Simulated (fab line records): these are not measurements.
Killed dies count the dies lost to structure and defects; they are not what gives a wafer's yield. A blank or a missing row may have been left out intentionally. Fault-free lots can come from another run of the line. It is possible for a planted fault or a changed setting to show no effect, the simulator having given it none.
Which of the tools did it? + flow nand harc + 24 lots with 72 wafers sampled at 6 steps, on a route of 1302 steps

== WHAT EACH GAUGE READ, for each wafer ==
NHARC_A_M1_THK_MEAS_24: measures by xrf. Usual: thk nm at 154.3 nm, with a standard deviation of 1.7.
| lot  | measured     | on            | thk nm (nm)       | flag |
|------|--------------|---------------|-------------------|------|
| L074 | day 23 10:19 | film metro-02 | 152.4 154.8 153.0 |      |
| L075 | day 24 00:11 | film metro-02 | 154.0 156.4 154.9 |      |
| L076 | day 24 06:44 | film metro-01 | 155.2 154.3 158.4 |      |
| L078 | day 24 12:17 | film metro-01 | 152.8 154.3 154.8 |      |
| L077 | day 24 12:58 | film metro-02 | 151.7 153.6 156.6 |      |
| L079 | day 24 18:26 | film metro-01 | 154.7 154.3 156.2 |      |
| L080 | day 25 11:13 | film metro-02 | 156.0 153.6 155.4 |      |
| L081 | day 25 14:19 | film metro-01 | 155.5 153.4 155.5 |      |
| L082 | day 26 11:28 | film metro-02 | 153.2 155.8 154.2 |      |
| L083 | day 27 10:04 | film metro-01 | 155.6 155.4 153.7 |      |
| L084 | day 27 15:47 | film metro-02 | 151.7 154.2 152.8 |      |
| L085 | day 27 18:10 | film metro-02 | 155.4 154.0 153.2 |      |
| L086 | day 28 16:07 | film metro-02 | 153.0 153.5 152.4 |      |
| L087 | day 28 19:17 | film metro-01 | 154.8 153.4 150.2 |      |
| L088 | day 29 00:57 | film metro-02 | 156.1 152.2 153.7 |      |
| L089 | day 29 07:14 | film metro-02 | 155.5 155.6 157.0 |      |
| L090 | day 29 09:17 | film metro-02 | 154.9 155.2 158.4 |      |
| L091 | day 30 01:43 | film metro-01 | 155.3 153.4 153.3 |      |
| L092 | day 30 03:05 | film metro-02 | 151.7 153.0 156.2 |      |
| L093 | day 30 17:05 | film metro-01 | 157.8 154.7 155.2 |      |
| L095 | day 31 08:05 | film metro-01 | 154.5 154.4 154.6 |      |
| L096 | day 31 09:41 | film metro-01 | 154.6 154.6 155.0 |      |
| L094 | day 31 22:07 | film metro-02 | 154.8 153.5 149.6 |      |
| L097 | day 32 10:37 | film metro-02 | 152.7 154.5 150.8 |      |

NHARC_A_BONDPAD_THK_MEAS_30: measures by ellipsometry. Usual: thk nm at 199.9 nm, with a standard deviation of 1.8.
| lot  | measured     | on            | thk nm (nm)       | flag |
|------|--------------|---------------|-------------------|------|
| L074 | day 23 11:50 | film metro-02 | 198.9 200.8 202.7 |      |
| L075 | day 24 01:41 | film metro-02 | 198.3 196.1 199.2 |      |
| L076 | day 24 08:15 | film metro-02 | 200.1 197.4 200.1 |      |
| L078 | day 24 13:50 | film metro-02 | 198.9 197.1 199.4 |      |
| L077 | day 24 14:28 | film metro-01 | 200.8 200.7 201.6 |      |
| L079 | day 24 19:56 | film metro-01 | 202.3 201.0 199.6 |      |
| L080 | day 25 12:46 | film metro-01 | 200.8 201.9 196.6 |      |
| L081 | day 25 15:49 | film metro-02 | 198.6 202.6 199.9 |      |
| L082 | day 26 12:59 | film metro-01 | 199.7 198.6 197.8 |      |
| L083 | day 27 12:49 | film metro-01 | 200.9 201.3 198.8 |      |
| L084 | day 27 17:21 | film metro-02 | 200.2 201.5 199.8 |      |
| L085 | day 27 19:42 | film metro-02 | 196.4 200.2 197.7 |      |
| L086 | day 28 17:50 | film metro-02 | 200.0 200.4 204.3 |      |
| L087 | day 28 20:48 | film metro-02 | 202.9 198.7 198.8 |      |
| L088 | day 29 02:28 | film metro-02 | 200.8 198.3 199.7 |      |
| L089 | day 29 08:52 | film metro-01 | 201.1 200.7 203.3 |      |
| L090 | day 29 10:49 | film metro-02 | 198.5 198.8 200.6 |      |
| L091 | day 30 03:13 | film metro-01 | 200.7 197.9 199.6 |      |
| L092 | day 30 04:35 | film metro-02 | 200.1 201.4 199.1 |      |
| L093 | day 30 18:35 | film metro-01 | 199.6 201.6 197.6 |      |
| L095 | day 31 09:53 | film metro-01 | 197.0 202.8 200.4 |      |
| L096 | day 31 11:11 | film metro-01 | 201.4 201.9 202.0 |      |
| L094 | day 31 23:38 | film metro-02 | 201.0 198.1 200.2 |      |
| L097 | day 32 12:10 | film metro-02 | 199.8 198.7 200.1 |      |

== TOOL THAT RAN EACH LOT (tool first, then ch and the chambers of the sampled wafers, then the start) ==
| lot  | NHARC_A_BLC_CMP_25            | NHARC_A_M0_DEGAS_28          | NHARC_A_M0_DEP_32               | NHARC_A_M1_ETCH_35                 |
|------|-------------------------------|------------------------------|---------------------------------|------------------------------------|
| L074 | cmp-03 ch 0,1,2, day 23 02:22 | pvd sputter-02, day 23 04:47 | pecvd-04 ch 0,2, day 23 06:31   | rie diel-11 ch 1,2, day 23 07:59   |
| L075 | cmp-02 ch 0,3, day 23 16:17   | pvd sputter-03, day 23 18:44 | pecvd-04 ch 0,2, day 23 20:31   | rie diel-13 ch 1,2,3, day 23 21:49 |
| L076 | cmp-03 ch 0,1,3, day 23 22:44 | pvd sputter-03, day 24 01:10 | pecvd-04 ch 0,2, day 24 02:52   | rie diel-11 ch 0,1,3, day 24 04:23 |
| L078 | cmp-02 ch 1,2,3, day 24 04:22 | pvd sputter-03, day 24 06:46 | pecvd-01 ch 0,1, day 24 08:27   | rie diel-11 ch 1,3, day 24 09:58   |
| L077 | cmp-02 ch 0,1, day 24 05:05   | pvd sputter-01, day 24 07:31 | pecvd-01 ch 0,2, day 24 09:19   | rie diel-11 ch 0,2,3, day 24 10:38 |
| L079 | cmp-01 ch 1,2,3, day 24 10:35 | pvd sputter-02, day 24 12:53 | pecvd-04 ch 1,2, day 24 14:34   | rie diel-01 ch 0,2,3, day 24 16:06 |
| L080 | cmp-03 ch 0,2,3, day 25 03:21 | pvd sputter-02, day 25 05:46 | pecvd-01 ch 0,1,2, day 25 07:27 | rie diel-11 ch 0,1,2, day 25 08:51 |
| L081 | cmp-03 ch 0,1,2, day 25 06:13 | pvd sputter-03, day 25 08:37 | pecvd-02 ch 0,1,2, day 25 10:19 | rie diel-11 ch 0,1,2, day 25 11:51 |
| L082 | cmp-02 ch 0,1,2, day 26 03:24 | pvd sputter-01, day 26 05:58 | pecvd-01 ch 0,2, day 26 07:39   | rie diel-01 ch 0,1,3, day 26 09:08 |
| L083 | cmp-01 ch 1,3, day 27 02:13   | pvd sputter-02, day 27 04:32 | pecvd-04 ch 0,2, day 27 06:22   | rie diel-11 ch 0,1,2, day 27 07:45 |
| L084 | cmp-03 ch 0,2,3, day 27 07:38 | pvd sputter-01, day 27 10:10 | pecvd-01 ch 0,2, day 27 11:57   | rie diel-11 ch 0,1,3, day 27 13:28 |
| L085 | cmp-02 ch 2,3, day 27 09:10   | pvd sputter-02, day 27 11:29 | pecvd-01 ch 0,1,2, day 27 14:28 | rie diel-11 ch 0,2, day 27 15:50   |
| L086 | cmp-01 ch 0,1,3, day 28 08:10 | pvd sputter-03, day 28 10:35 | pecvd-01 ch 0,1,2, day 28 12:16 | rie diel-01 ch 0,2,3, day 28 13:47 |
| L087 | cmp-02 ch 0,1,2, day 28 11:27 | pvd sputter-02, day 28 13:51 | pecvd-01 ch 0,1,2, day 28 15:34 | rie diel-11 ch 0,1,3, day 28 16:56 |
| L088 | cmp-01 ch 1,3, day 28 16:59   | pvd sputter-01, day 28 19:22 | pecvd-02 ch 0,1,2, day 28 21:04 | rie diel-01 ch 0,1,2, day 28 22:36 |
| L089 | cmp-01 ch 1,2, day 28 23:12   | pvd sputter-01, day 29 01:39 | pecvd-02 ch 0,1,2, day 29 03:20 | rie diel-11 ch 1,2,3, day 29 04:50 |
| L090 | cmp-01 ch 1,3, day 29 00:54   | pvd sputter-02, day 29 03:18 | pecvd-02 ch 0,1,2, day 29 05:22 | rie diel-13 ch 2,3, day 29 06:56   |
| L091 | cmp-02 ch 0,1,2, day 29 17:27 | pvd sputter-03, day 29 19:57 | pecvd-04 ch 0,1, day 29 21:51   | rie diel-11 ch 1,2,3, day 29 23:22 |
| L092 | cmp-03 ch 1,3, day 29 18:39   | pvd sputter-03, day 29 21:05 | pecvd-02 ch 1,2, day 29 23:14   | rie diel-01 ch 1,2,3, day 30 00:44 |
| L093 | cmp-01 ch 0,2,3, day 30 09:19 | pvd sputter-01, day 30 11:31 | pecvd-02 ch 0,1, day 30 13:14   | rie diel-01 ch 0,2,3, day 30 14:46 |
| L095 | cmp-01 ch 0,1,2, day 30 23:53 | pvd sputter-01, day 31 02:28 | pecvd-01 ch 0,2, day 31 04:10   | rie diel-13 ch 2,3, day 31 05:43   |
| L096 | cmp-03 ch 0,1,3, day 31 01:32 | pvd sputter-02, day 31 03:59 | pecvd-01 ch 0,1,2, day 31 05:44 | rie diel-01 ch 1,2,3, day 31 07:21 |
| L094 | cmp-03 ch 0,2,3, day 31 13:59 | pvd sputter-02, day 31 16:27 | pecvd-04 ch 0,2, day 31 18:16   | rie diel-11 ch 2,3, day 31 19:44   |
| L097 | cmp-01 ch 0,1,3, day 32 02:22 | pvd sputter-03, day 32 04:38 | pecvd-02 ch 0,1,2, day 32 06:46 | rie diel-11 ch 0,1,3, day 32 08:17 |
- NHARC_A_BLC_CMP_25: polishes, t overpolish 30 s, target thk 150 nm.
- NHARC_A_M0_DEGAS_28: time 60 s.
- NHARC_A_M0_DEP_32: deposits SiCN, target thk 30 nm.
- NHARC_A_M1_ETCH_35: etches the open film in N2/H2, target depth 40 nm, overetch 12 nm, time 43.94 s.

== AS READ BY THE TOOLS THEMSELVES (means over the sampled wafers that have a number; for cases with no such wafer, the mark the record gives instead) ==
NHARC_A_BLC_CMP_25. Usual: motor current A 11.7 A, standard deviation 0.94; overpolish run s 30.000 s, standard deviation 0.009; time to endpoint s 31 s, standard deviation 3.4.
| lot  | tool   | motor current A (A) | overpolish run s (s) | time to endpoint s (s) | flag |
|------|--------|---------------------|----------------------|------------------------|------|
| L074 | cmp-03 | 11.9                | 30.006               | 31                     |      |
| L075 | cmp-02 | 11.5                | 30.005               | 31                     |      |
| L076 | cmp-03 | 11.8                | 29.995               | 31                     |      |
| L078 | cmp-02 | 11.5                | 29.995               | 34                     |      |
| L077 | cmp-02 | 10.8                | 30.004               | 36                     |      |
| L079 | cmp-01 | 11.3                | 30.004               | 31                     |      |
| L080 | cmp-03 | 11.7                | 29.998               | 31                     |      |
| L081 | cmp-03 | 11.7                | 30.000               | 32                     |      |
| L082 | cmp-02 | 11.4                | 30.004               | 35                     |      |
| L083 | cmp-01 | 10.9                | 30.004               | 25                     |      |
| L084 | cmp-03 | 11.3                | 29.988               | 33                     |      |
| L085 | cmp-02 | 12.2                | 29.995               | 30                     |      |
| L086 | cmp-01 | 11.2                | 30.003               | 28                     |      |
| L087 | cmp-02 | 11.4                | 30.001               | 28                     |      |
| L088 | cmp-01 | 11.3                | 30.002               | 29                     |      |
| L089 | cmp-01 | 11.9                | 29.993               | 31                     |      |
| L090 | cmp-01 | 11.4                | 29.996               | 29                     |      |
| L091 | cmp-02 | 11.6                | 30.004               | 33                     |      |
| L092 | cmp-03 | 12.7                | 30.006               | 34                     |      |
| L093 | cmp-01 | 11.8                | 29.995               | 28                     |      |
| L095 | cmp-01 | 12.1                | 30.004               | 32                     |      |
| L096 | cmp-03 | 12.3                | 30.008               | 29                     |      |
| L094 | cmp-03 | 11.5                | 29.997               | 27                     |      |
| L097 | cmp-01 | 11.5                | 30.004               | 32                     |      |

NHARC_A_M0_DEGAS_28. Usual: heater power w at 341 W, with a standard deviation of 48.
| lot  | tool           | heater power w (W) | flag |
|------|----------------|--------------------|------|
| L074 | pvd sputter-02 | 310                |      |
| L075 | pvd sputter-03 | 353                |      |
| L076 | pvd sputter-03 | 332                |      |
| L078 | pvd sputter-03 | 351                |      |
| L077 | pvd sputter-01 | 330                |      |
| L079 | pvd sputter-02 | 336                |      |
| L080 | pvd sputter-02 | 338                |      |
| L081 | pvd sputter-03 | 385                |      |
| L082 | pvd sputter-01 | 334                |      |
| L083 | pvd sputter-02 | 289                |      |
| L084 | pvd sputter-01 | 335                |      |
| L085 | pvd sputter-02 | 349                |      |
| L086 | pvd sputter-03 | 355                |      |
| L087 | pvd sputter-02 | 330                |      |
| L088 | pvd sputter-01 | 315                |      |
| L089 | pvd sputter-01 | 338                |      |
| L090 | pvd sputter-02 | 336                |      |
| L091 | pvd sputter-03 | 364                |      |
| L092 | pvd sputter-03 | 295                |      |
| L093 | pvd sputter-01 | 353                |      |
| L095 | pvd sputter-01 | 355                |      |
| L096 | pvd sputter-02 | 330                |      |
| L094 | pvd sputter-02 | 309                |      |
| L097 | pvd sputter-03 | 372                |      |

NHARC_A_M0_DEP_32. Usual: heater power outer w 335 W, standard deviation 53; heater power w 588 W, standard deviation 79.
| lot  | tool     | heater power outer w (W) | heater power w (W) | flag |
|------|----------|--------------------------|--------------------|------|
| L074 | pecvd-04 | 287                      | 569                |      |
| L075 | pecvd-04 | 303                      | 577                |      |
| L076 | pecvd-04 | 282                      | 566                |      |
| L078 | pecvd-01 | 328                      | 553                |      |
| L077 | pecvd-01 | 403                      | 679                |      |
| L079 | pecvd-04 | 275                      | 525                |      |
| L080 | pecvd-01 | 339                      | 582                |      |
| L081 | pecvd-02 | 332                      | 591                |      |
| L082 | pecvd-01 | 378                      | 632                |      |
| L083 | pecvd-04 | 265                      | 535                |      |
| L084 | pecvd-01 | 381                      | 645                |      |
| L085 | pecvd-01 | 345                      | 585                |      |
| L086 | pecvd-01 | 374                      | 629                |      |
| L087 | pecvd-01 | 379                      | 616                |      |
| L088 | pecvd-02 | 341                      | 596                |      |
| L089 | pecvd-02 | 345                      | 593                |      |
| L090 | pecvd-02 | 340                      | 602                |      |
| L091 | pecvd-04 | 348                      | 606                |      |
| L092 | pecvd-02 | 376                      | 680                |      |
| L093 | pecvd-02 | 341                      | 554                |      |
| L095 | pecvd-01 | 344                      | 591                |      |
| L096 | pecvd-01 | 359                      | 590                |      |
| L094 | pecvd-04 | 257                      | 525                |      |
| L097 | pecvd-02 | 333                      | 596                |      |

NHARC_A_M1_ETCH_35. Usual: drypump motor current A 6.0 A, standard deviation 0.42; oes product au 1.001 a.u., standard deviation 0.015; rf vpp V 429.7 V, standard deviation 2.2; showerhead plenum p Torr 2.01 Torr, standard deviation 0.076; throttle valve pct 14.171 %, standard deviation 0.0086.
| lot  | tool        | drypump motor current A (A) | oes product au (a.u.) | rf vpp V (V) | showerhead plenum p Torr (Torr) | throttle valve pct (%) | flag |
|------|-------------|-----------------------------|-----------------------|--------------|---------------------------------|------------------------|------|
| L074 | rie diel-11 | 6.3                         | 1.011                 | 430.6        | 2.05                            | 14.171                 |      |
| L075 | rie diel-13 | 6.1                         | 0.998                 | 430.0        | 2.03                            | 14.177                 |      |
| L076 | rie diel-11 | 6.2                         | 1.012                 | 430.5        | 2.01                            | 14.167                 |      |
| L078 | rie diel-11 | 6.5                         | 1.005                 | 430.3        | 2.03                            | 14.177                 |      |
| L077 | rie diel-11 | 5.9                         | 1.012                 | 429.2        | 1.99                            | 14.172                 |      |
| L079 | rie diel-01 | 5.8                         | 0.994                 | 430.5        | 2.03                            | 14.168                 |      |
| L080 | rie diel-11 | 5.9                         | 1.008                 | 428.7        | 2.03                            | 14.173                 |      |
| L081 | rie diel-11 | 5.9                         | 1.006                 | 430.1        | 2.03                            | 14.170                 |      |
| L082 | rie diel-01 | 5.8                         | 0.982                 | 429.8        | 2.04                            | 14.176                 |      |
| L083 | rie diel-11 | 5.9                         | 0.997                 | 430.1        | 2.03                            | 14.170                 |      |
| L084 | rie diel-11 | 6.2                         | 0.998                 | 429.6        | 2.01                            | 14.183                 |      |
| L085 | rie diel-11 | 5.7                         | 1.005                 | 429.7        | 2.01                            | 14.173                 |      |
| L086 | rie diel-01 | 5.8                         | 0.995                 | 429.8        | 2.03                            | 14.160                 |      |
| L087 | rie diel-11 | 6.2                         | 1.003                 | 429.0        | 2.01                            | 14.179                 |      |
| L088 | rie diel-01 | 6.0                         | 0.984                 | 427.3        | 1.94                            | 14.175                 |      |
| L089 | rie diel-11 | 6.2                         | 1.009                 | 429.1        | 2.01                            | 14.169                 |      |
| L090 | rie diel-13 | 6.3                         | 0.994                 | 429.7        | 2.01                            | 14.169                 |      |
| L091 | rie diel-11 | 6.2                         | 1.000                 | 429.4        | 2.01                            | 14.170                 |      |
| L092 | rie diel-01 | 5.5                         | 0.996                 | 428.6        | 2.00                            | 14.167                 |      |
| L093 | rie diel-01 | 5.9                         | 1.005                 | 430.2        | 2.03                            | 14.170                 |      |
| L095 | rie diel-13 | 6.2                         | 1.001                 | 430.7        | 2.05                            | 14.169                 |      |
| L096 | rie diel-01 | 5.6                         | 1.006                 | 429.2        | 2.00                            | 14.170                 |      |
| L094 | rie diel-11 | 6.1                         | 1.018                 | 428.7        | 1.97                            | 14.172                 |      |
| L097 | rie diel-11 | 6.2                         | 0.999                 | 430.0        | 2.01                            | 14.171                 |      |

== THE ANSWER, worked out from the rows above alone ==
Rule: a lot counts as off when the mean over its wafers that have a number is more than 3 standard deviations away from the usual mean. A lot without any number at a reading at which 4 lots or more have one is off too. All remaining lots with rows at the step are treated as sound. After the gauges, taken in route order, come the tools' own readings; for these a lot's mean is taken, as printed above. The first step at which some lot is off is used, and at that step the reading that is off furthest; a lot without a number counts as furthest.
No lot is off on any of the readings shown, so nothing can be concluded from this.

== WHAT THE SIMULATOR HAD INSERTED ==
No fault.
